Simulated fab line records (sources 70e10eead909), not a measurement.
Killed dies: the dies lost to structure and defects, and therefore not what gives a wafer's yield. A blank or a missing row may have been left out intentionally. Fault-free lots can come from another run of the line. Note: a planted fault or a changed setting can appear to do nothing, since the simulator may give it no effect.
fab line records + flow nandHarc + part 2 of 2: steps 23 to 34 of 34
record:
- lots: 5
- wafers: 15
- lastDay: 32
route steps=1302 shown P_BONDPAD@354 A_START@389
lots that met no fault: taken from a fault-free run of the same line
startH: hours from the record's opening day to when the first of the lot's shown wafers began + waitH: time in hours since the lot's previous step + " same as the row above + L1.1+2: one row covering several wafers at once + - no value present, or no start provided + * or withheld: withheld + < > ~ a bound
route shown NAME@n: a module of which the file shows steps, and the number in the route of the first + usual: mean and standard deviation over wafers with no fault + same: alike in all rows + chamber/n: place in a boat + sites: each site's reading + _std_site: the values' standard deviation + _edge_site: mean of outer sites minus mean of inner sites + radiusMm: how far each site lies from the wafer's centre + mask NAME#n: copy n + behind: the tool/chamber that last shaped the wafer + hold: cause of the lot's hold/its duration in hours/its outcome + device: which transistor (n, p or np) failed to switch + end of line: the tests these same wafers got at the end of their route + a step given without rows: its recipe and nothing more + killed: dies lost to structure and defects at the first sort, not the wafer's yield + map: a wafer's dies, x killed, . not, _ none there
set.NAME: the setting that was run; set.NAME@STEP: the one run at that earlier step + model.NAME: the simulator's own value behind a step, which no gauge read
lots seen at some steps along the route; tables by step, rows by wafer
services: from which hour (startH, from the record's first day; less than 0 if before it) a tool's chamber was out of use, for how many hours, and why
== steps ==
step: NHARC_P_BONDPAD_PVD_17
recipe:
- targetThkA: 50
- biasV: 168.6
- powerW: 15000
- chamberPressurePa: 0.12
- timeS: 8.06
- substrateTempC: 50
- material: TaN
usual:
- throttleValvePct: 30.0/1
| lot.wafer | tool          | chamber | startH | waitH | throttleValvePct |
|-----------|---------------|---------|--------|-------|------------------|
| L080.1    | pvdSputter-02 | -       | -      | -     | 30.7             |
| L080.5    | "             | -       | "      | "     | 30.0             |
| L080.6    | "             | -       | "      | "     | 31.0             |
| L081.4    | pvdSputter-03 | -       | -      | -     | 29.4             |
| L081.2    | "             | -       | "      | "     | 30.3             |
| L081.1    | "             | -       | "      | "     | 30.6             |
| L086.2    | pvdSputter-01 | -       | -      | -     | 29.1             |
| L086.5    | "             | -       | "      | "     | 30.5             |
| L086.6    | "             | -       | "      | "     | 28.7             |
| L093.3    | pvdSputter-03 | -       | -      | -     | 30.2             |
| L093.1    | "             | -       | "      | "     | 32.8             |
| L093.6    | "             | -       | "      | "     | 30.4             |
| L095.1    | pvdSputter-02 | -       | -      | -     | 30.2             |
| L095.2    | "             | -       | "      | "     | 31.6             |
| L095.5    | "             | -       | "      | "     | 29.1             |
step: NHARC_P_BONDPAD_PVD_27
recipe:
- targetThkA: 300
- chamberPressurePa: 5
- powerW: 5000
- substrateTempC: 30
- timeS: 20.49
- material: Cu
usual:
- throttleValvePct: 30.0/1
| lot.wafer | tool          | chamber | startH | waitH | throttleValvePct |
|-----------|---------------|---------|--------|-------|------------------|
| L080.1    | pvdSputter-02 | -       | -      | -     | 30.0             |
| L080.6    | "             | -       | "      | "     | 30.2             |
| L080.5    | "             | -       | "      | "     | 31.3             |
| L081.1    | pvdSputter-03 | -       | -      | -     | 29.5             |
| L081.4    | "             | -       | "      | "     | 30.2             |
| L081.2    | "             | -       | "      | "     | 29.9             |
| L086.2    | pvdSputter-01 | -       | -      | -     | 29.0             |
| L086.6    | "             | -       | "      | "     | 28.8             |
| L086.5    | "             | -       | "      | "     | 29.0             |
| L093.1    | pvdSputter-03 | -       | -      | -     | 29.5             |
| L093.3    | "             | -       | "      | "     | 30.0             |
| L093.6    | "             | -       | "      | "     | 29.3             |
| L095.2    | pvdSputter-02 | -       | -      | -     | 29.8             |
| L095.1    | "             | -       | "      | "     | 31.4             |
| L095.5    | "             | -       | "      | "     | 30.3             |
step: NHARC_P_BONDPAD_ECD_18
recipe:
- targetThkA: 4000
- bathTempC: 25
- material: Cu
usual:
- bathTempC: 24.99/0.1
| lot.wafer | tool     | chamber | startH | waitH | bathTempC |
|-----------|----------|---------|--------|-------|-----------|
| L080.1    | ecdCu-02 | 1       | 196.26 | -     | 25.05     |
| L080.6    | "        | 1       | "      | "     | 25.10     |
| L080.5    | "        | 0       | "      | "     | 25.00     |
| L081.1    | ecdCu-02 | 0       | 206.09 | -     | 24.94     |
| L081.2    | "        | 1       | "      | "     | 25.01     |
| L081.4    | "        | 1       | "      | "     | 24.92     |
| L086.2    | ecdCu-01 | 1       | 260.06 | -     | 25.19     |
| L086.5    | "        | 1       | "      | "     | 25.12     |
| L086.6    | "        | 0       | "      | "     | 24.94     |
| L093.1    | ecdCu-01 | 1       | 333.17 | -     | 25.02     |
| L093.3    | "        | 1       | "      | "     | 24.86     |
| L093.6    | "        | 1       | "      | "     | 24.89     |
| L095.2    | ecdCu-01 | 0       | 348.02 | -     | 25.00     |
| L095.1    | "        | 1       | "      | "     | 25.17     |
| L095.5    | "        | 1       | "      | "     | 25.09     |
step: NHARC_P_BONDPAD_ANNEAL_28
recipe:
- tempC: 225
- timeS: 90
usual:
- wafer_temp_C_max: 226.2/0.31
| lot.wafer | tool         | chamber | startH | waitH | wafer_temp_C_max |
|-----------|--------------|---------|--------|-------|------------------|
| L080.1    | rtpAnneal-02 | 0       | 196.65 | 0.3   | 225.8            |
| L080.5    | "            | 0       | "      | "     | 226.1            |
| L080.6    | "            | 0       | "      | "     | 225.9            |
| L081.1    | rtpAnneal-02 | 0       | 206.47 | -     | 226.1            |
| L081.2    | "            | 0       | "      | "     | 226.2            |
| L081.4    | "            | 0       | "      | "     | 225.9            |
| L086.2    | rtpAnneal-01 | 0       | 260.49 | -     | 226.4            |
| L086.5    | "            | 0       | "      | "     | 226.0            |
| L086.6    | "            | 0       | "      | "     | 226.7            |
| L093.1    | rtpAnneal-01 | 0       | 333.49 | -     | 226.2            |
| L093.3    | "            | 0       | "      | "     | 226.0            |
| L093.6    | "            | 0       | "      | "     | 226.1            |
| L095.1    | rtpAnneal-01 | 0       | 348.55 | 0.4   | 226.2            |
| L095.2    | "            | 0       | "      | "     | 226.4            |
| L095.5    | "            | 0       | "      | "     | 226.6            |
step: NHARC_P_BONDPAD_CMP_19
recipe:
- tOverpolishS: 30
- cuRecessTouchS: 16
- targetThkNm: 160.81
usual:
- motorCurrentA: 12.3/1.1
- overpolishRunS: 30.000/0.009
- padLifeWafers: 201/120
| lot.wafer | tool   | chamber | startH | waitH | motorCurrentA | overpolishRunS | padLifeWafers |
|-----------|--------|---------|--------|-------|---------------|----------------|---------------|
| L080.1    | cmp-03 | 1       | 197.02 | -     | 12.1          | 29.986         | 97            |
| L080.5    | "      | 0       | "      | "     | 13.8          | 29.996         | -             |
| L080.6    | "      | 1       | "      | "     | 12.0          | 29.998         | -             |
| L081.2    | cmp-04 | 0       | 206.82 | -     | 11.6          | 30.014         | 378           |
| L081.1    | "      | 1       | "      | "     | 14.2          | 29.978         | 379           |
| L081.4    | "      | 3       | "      | "     | 11.1          | 29.999         | 381           |
| L086.2    | cmp-02 | 1       | 260.78 | -     | 12.7          | 30.022         | 102           |
| L086.5    | "      | 1       | "      | "     | 13.6          | 29.994         | -             |
| L086.6    | "      | 2       | "      | "     | 11.9          | 30.005         | -             |
| L093.1    | cmp-03 | 2       | 333.86 | -     | 11.0          | 30.012         | 289           |
| L093.3    | "      | 3       | "      | "     | 14.2          | 30.010         | 290           |
| L093.6    | "      | 1       | "      | "     | 11.5          | 29.990         | -             |
| L095.1    | cmp-03 | 1       | 348.89 | -     | 11.0          | 30.011         | 348           |
| L095.2    | "      | 0       | "      | "     | 14.7          | 29.998         | 351           |
| L095.5    | "      | 2       | "      | "     | 12.1          | 29.989         | -             |
step: NHARC_P_BONDPAD_THK_MEAS_20
recipe:
- thkMeasGauge: xrf
usual:
- thkNm: 161.2/1.7
| lot.wafer | tool         | chamber | startH | waitH | thkNm |
|-----------|--------------|---------|--------|-------|-------|
| L080.1    | filmMetro-01 | -       | 197.31 | -     | 164.3 |
| L080.5    | "            | -       | "      | "     | 160.2 |
| L080.6    | "            | -       | "      | "     | 161.0 |
| L081.1    | filmMetro-02 | -       | 207.14 | -     | 159.5 |
| L081.2    | "            | -       | "      | "     | 159.0 |
| L081.4    | "            | -       | "      | "     | 163.4 |
| L086.2    | filmMetro-01 | -       | 261.10 | -     | 158.2 |
| L086.5    | "            | -       | "      | "     | 158.8 |
| L086.6    | "            | -       | "      | "     | 161.1 |
| L093.1    | filmMetro-02 | -       | 334.16 | -     | 162.3 |
| L093.3    | "            | -       | "      | "     | 159.6 |
| L093.6    | "            | -       | "      | "     | 161.2 |
| L095.1    | filmMetro-02 | -       | 349.21 | -     | 161.8 |
| L095.2    | "            | -       | "      | "     | 159.6 |
| L095.5    | "            | -       | "      | "     | 162.1 |
step: NHARC_P_BONDPAD_SRD_21
recipe:
- timeS: 30
- tempC: 23
- dryTimeS: 20
- spinRpm: 1500
| lot.wafer  | tool        | chamber | startH | waitH |
|------------|-------------|---------|--------|-------|
| L080.1+5+6 | wetBench-08 | 2,4,6   | 197.35 | 0.0   |
| L081.4+2+1 | wetBench-08 | 0,2,3   | 207.19 | 0.0   |
| L086.2+6+5 | wetBench-10 | 5,1,2   | 261.14 | 0.0   |
| L093.3+6+1 | wetBench-10 | 1,2,3   | 334.20 | 0.0   |
| L095.5+2+1 | wetBench-10 | 3,6,0   | 349.26 | 0.0   |
step: NHARC_P_BONDPAD_INSPECT_23
usual:
- rawDefectCount: 402/180
| lot.wafer | tool             | chamber | startH | waitH | rawDefectCount |
|-----------|------------------|---------|--------|-------|----------------|
| L080.1    | defectInspect-01 | -       | 197.54 | 0.0   | 390            |
| L080.5    | "                | -       | "      | "     | 495            |
| L080.6    | "                | -       | "      | "     | 284            |
| L081.1    | defectInspect-02 | -       | 207.34 | 0.0   | 222            |
| L081.2    | "                | -       | "      | "     | 333            |
| L081.4    | "                | -       | "      | "     | 277            |
| L086.2    | defectInspect-02 | -       | 261.32 | 0.0   | 558            |
| L086.5    | "                | -       | "      | "     | 505            |
| L086.6    | "                | -       | "      | "     | 533            |
| L093.1    | defectInspect-01 | -       | 334.36 | 0.0   | 314            |
| L093.3    | "                | -       | "      | "     | 252            |
| L093.6    | "                | -       | "      | "     | 245            |
| L095.1    | defectInspect-02 | -       | 349.42 | 0.0   | 180            |
| L095.2    | "                | -       | "      | "     | 235            |
| L095.5    | "                | -       | "      | "     | 258            |
step: NHARC_P_BONDPAD_ACTIVATE_29
recipe:
- timeS: 60
- n2FlowSccm: 200
- arFlowSccm: 0
- biasPowerW: 0
- chemistry: N2
usual:
- drypumpMotorCurrentA: 5.5/0.45
- oesProductAu: 0.995/0.012
- rfVppV: 64.4/0.88
- showerheadPlenumPTorr: 1.80/0.055
| lot.wafer | tool       | chamber | startH | waitH | drypumpMotorCurrentA | oesProductAu | rfHoursCounterH | rfVppV | showerheadPlenumPTorr |
|-----------|------------|---------|--------|-------|----------------------|--------------|-----------------|--------|-----------------------|
| L080.1    | rieDiel-06 | 3       | 197.62 | 0.1   | 5.5                  | 0.987        | 1.8             | 65.0   | 1.86                  |
| L080.6    | "          | 1       | "      | "     | 5.0                  | 0.975        | -               | 65.5   | 1.84                  |
| L080.5    | "          | 2       | "      | "     | 5.4                  | 1.002        | -               | 64.3   | 1.72                  |
| L081.2    | rieDiel-04 | 3       | 207.41 | 0.1   | 5.6                  | 0.994        | 0.3             | 63.5   | 1.76                  |
| L081.1    | "          | 2       | "      | "     | 5.6                  | 0.984        | 0.9             | 65.0   | 1.81                  |
| L081.4    | "          | 3       | "      | "     | 5.6                  | 0.983        | -               | 62.3   | 1.76                  |
| L086.2    | rieDiel-04 | 1       | 261.39 | 0.1   | 5.4                  | 0.981        | 1.2             | 64.1   | 1.89                  |
| L086.6    | "          | 0       | "      | "     | 4.9                  | 0.978        | -               | 65.8   | 1.78                  |
| L086.5    | "          | 1       | "      | "     | 5.3                  | 0.976        | -               | 64.9   | 1.89                  |
| L093.1    | rieDiel-04 | 2       | 334.44 | 0.1   | 5.6                  | 0.997        | 4.2             | 64.4   | 1.81                  |
| L093.3    | "          | 0       | "      | "     | 4.8                  | 0.998        | 4.7             | 64.2   | 1.78                  |
| L093.6    | "          | 1       | "      | "     | 5.3                  | 0.986        | -               | 65.9   | 1.89                  |
| L095.1    | rieDiel-04 | 0       | 349.48 | 0.1   | 4.8                  | 0.993        | 5.2             | 65.4   | 1.78                  |
| L095.2    | "          | 3       | "      | "     | 5.5                  | 0.990        | 5.0             | 64.5   | 1.76                  |
| L095.5    | "          | 1       | "      | "     | 5.3                  | 0.990        | -               | 63.6   | 1.89                  |
step: NHARC_P_BONDPAD_PRECLEAN_30
recipe:
- timeS: 300
- tempC: 23
- chemistry: DIW
| lot.wafer  | tool        | chamber | startH | waitH |
|------------|-------------|---------|--------|-------|
| L080.5+6+1 | wetBench-10 | 0,2,4   | 197.77 | 0.1   |
| L081.2+4+1 | wetBench-10 | 6,7,2   | 207.59 | 0.2   |
| L086.6+5+2 | wetBench-08 | 7,1,3   | 261.53 | 0.1   |
| L093.6+3+1 | wetBench-08 | 5,1,2   | 334.58 | 0.1   |
| L095.2+1+5 | wetBench-08 | 7,1,4   | 349.64 | 0.1   |
step: NHARC_P_BONDPAD_SRD_31
recipe:
- timeS: 30
- tempC: 23
- dryTimeS: 20
- spinRpm: 1500
| lot.wafer  | tool        | chamber | startH | waitH |
|------------|-------------|---------|--------|-------|
| L080.5+6+1 | wetBench-10 | 0,2,4   | -      | -     |
| L081.2+4+1 | wetBench-10 | 6,7,2   | -      | -     |
| L086.6+5+2 | wetBench-08 | 7,1,3   | -      | -     |
| L093.6+3+1 | wetBench-08 | 5,1,2   | -      | -     |
| L095.2+1+5 | wetBench-08 | 7,1,4   | -      | -     |
step: NHARC_A_START_INSPECT_01
usual:
- rawDefectCount: 3.5/1.8
| lot.wafer | tool             | chamber | startH | waitH | rawDefectCount |
|-----------|------------------|---------|--------|-------|----------------|
| L080.1    | defectInspect-02 | -       | 198.00 | -     | 5              |
| L080.5    | "                | -       | "      | "     | 7              |
| L080.6    | "                | -       | "      | "     | 4              |
| L081.1    | defectInspect-01 | -       | 207.83 | -     | 5              |
| L081.2    | "                | -       | "      | "     | 3              |
| L081.4    | "                | -       | "      | "     | 3              |
| L086.2    | defectInspect-02 | -       | 261.80 | -     | 4              |
| L086.5    | "                | -       | "      | "     | 7              |
| L086.6    | "                | -       | "      | "     | 3              |
| L093.1    | defectInspect-01 | -       | 334.83 | -     | 4              |
| L093.3    | "                | -       | "      | "     | 2              |
| L093.6    | "                | -       | "      | "     | 5              |
| L095.1    | defectInspect-02 | -       | 349.89 | -     | 5              |
| L095.2    | "                | -       | "      | "     | 4              |
| L095.5    | "                | -       | "      | "     | 3              |
== services ==
| tool          | chamber | startH | hours | kind   |
|---------------|---------|--------|-------|--------|
| rieDiel-04    | -       | 177.93 | 9.0   | pm     |
| rieDiel-04    | 1       | 190.74 | 25.3  | repair |
| rieDiel-04    | 2       | 192.19 | 5.4   | repair |
| krfScanner-01 | -       | 195.89 | 0.3   | repair |
| pvdSputter-01 | -       | 196.05 | 4.3   | repair |
| rieDiel-04    | 3       | 196.36 | 3.9   | repair |
| cmp-03        | -       | 214.00 | 3.6   | repair |
| pvdSputter-01 | -       | 226.00 | 10.0  | pm     |
| lithoTrack-02 | -       | 227.00 | 7.0   | pm     |
| rieDiel-05    | -       | 229.90 | 9.0   | pm     |
| ecdCu-01      | -       | 240.95 | 1.7   | repair |
| rieDiel-06    | 1       | 245.60 | 1.4   | repair |
| rieDiel-05    | 2       | 246.03 | 12.0  | repair |
| pvdSputter-01 | -       | 250.83 | 0.5   | repair |
| lithoTrack-07 | -       | 251.00 | 7.0   | pm     |
| pvdSputter-02 | -       | 268.20 | 1.1   | repair |
| pvdSputter-02 | -       | 282.05 | 10.0  | pm     |
| wetBench-08   | -       | 294.40 | 8.0   | pm     |
| lithoTrack-05 | -       | 299.00 | 7.0   | pm     |
| rieDiel-06    | -       | 307.20 | 9.0   | pm     |
| wetBench-10   | -       | 311.20 | 8.0   | pm     |
| rieDiel-04    | 2       | 312.69 | 9.3   | repair |
| rieDiel-04    | 1       | 343.75 | 5.5   | repair |
| pvdSputter-03 | -       | 348.00 | 10.0  | pm     |
